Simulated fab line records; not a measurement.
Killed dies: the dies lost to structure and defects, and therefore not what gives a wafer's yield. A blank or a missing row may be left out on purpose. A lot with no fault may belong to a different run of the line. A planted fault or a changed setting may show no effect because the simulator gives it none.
Struck lot and sound lot, side by side ; flow nandHarc ; 17 out of 1302 route steps
Sound: the wafers L606.1, L606.2, L606.4. Struck: wafer L623.3 (left out: L623.4, L623.5 of the same lot, which were not struck); the cause appears at the end.
At each step with rows: each side's tool, then ch and its chambers, then its first start. Under that, the readings that differ: sound wafers ; struck wafers ; difference of the means ; sigmas: that difference in standard deviations of wafers without a fault.
alike: same words and numbers on both sides, and readings whose means sit less than 2 such deviations apart. not compared: any withheld reading, any reading some wafer has no value for, any bound like >300 that may hide the same value, and any number with overlapping values for which the record gives no deviation.
The two part at a step that has a row with sigmas, a row that says differs or no value, or rows on one side only. When numbers do not overlap yet have no deviation, they are printed without sigmas and do not part them. Lack of a reading on every wafer of one side parts them only where that side has two or more wafers.

first, 2 steps without rows for these wafers: NHARC_P_BONDPAD_HARDBAKE_10 (time 65 s); NHARC_P_BONDPAD_DESCUM_11 (chemistry O2, time 3 s).
NHARC_P_BONDPAD_ETCH_37: etches the open film in N2/H2, target depth 60 nm, overetch 18 nm, time 65.91 s.
  sound on rieDiel-09 ch 1,2, day 8 13:14; struck on rieDiel-02 ch 0, day 15 13:20
reading;sound;struck;difference;sigmas
oesProductAu (a.u.);1.008 1.012 1.004;0.981;-0.027;-2
  alike: drypumpMotorCurrentA, rfVppV, showerheadPlenumPTorr, throttleValvePct
  not compared: rfHoursCounterH
then, 1 step without rows for these wafers: NHARC_P_BONDPAD_ETCH_12 (etches the open film in CHF3/O2, target depth 200 nm, time 100 s).
NHARC_P_BONDPAD_CD_MEAS_13:
  struck on cdSem-03, day 15 13:34; sound on cdSem-03, day 8 13:31
  alike: cdNm
then, 4 steps without rows for these wafers: NHARC_P_BONDPAD_STRIP_15 (strips in O2); NHARC_P_BONDPAD_ETCH_24 (etches the open film in CF4/N2, target depth 30 nm, time 72.99 s); NHARC_P_BONDPAD_STRIP_16 (strips in post etch residue remover, time 600 s); NHARC_P_BONDPAD_DEGAS_25 (time 60 s).
NHARC_P_BONDPAD_PRE_CLEAN_26: time 30 s.
  sound on pvdSputter-03; struck on pvdSputter-01
  alike: heaterPowerW
NHARC_P_BONDPAD_PVD_17: deposits TaN, target thk 5 nm, time 8.06 s.
  sound on pvdSputter-03; struck on pvdSputter-01
  alike: throttleValvePct
NHARC_P_BONDPAD_PVD_27: deposits Cu, target thk 30 nm, time 20.49 s.
  sound on pvdSputter-03; struck on pvdSputter-01
  alike: throttleValvePct
NHARC_P_BONDPAD_ECD_18: material Cu, target thk 400 nm.
  sound on ecdCu-01 ch 0,1, day 8 14:31; struck on ecdCu-02 ch 1, day 15 14:39
  alike: bathHeatDutyPct
NHARC_P_BONDPAD_ANNEAL_28: time 90 s.
  sound on rtpAnneal-02 ch 0, day 8 14:53; struck on rtpAnneal-02 ch 0, day 15 15:04
  alike: wafer_temp_C_max
then, 1 step without rows for these wafers: NHARC_P_BONDPAD_CMP_19 (polishes, t overpolish 30 s, cu recess touch 16 s, target thk 160.81 nm).
NHARC_P_BONDPAD_THK_MEAS_20: measures by xrf.
  struck on filmMetro-01, day 15 15:37; sound on filmMetro-02, day 8 15:34
reading;sound;struck;difference;sigmas
thkNm (nm);158.8 161.5 161.2;126.5;-34.0;-23
then, 1 step without rows for these wafers: NHARC_P_BONDPAD_SRD_21 (time 30 s, dry time 20 s).

WHERE THEY PART
First at NHARC_P_BONDPAD_ETCH_37; last, within this record, at NHARC_P_BONDPAD_THK_MEAS_20.

WHY: what had been put in by the simulator
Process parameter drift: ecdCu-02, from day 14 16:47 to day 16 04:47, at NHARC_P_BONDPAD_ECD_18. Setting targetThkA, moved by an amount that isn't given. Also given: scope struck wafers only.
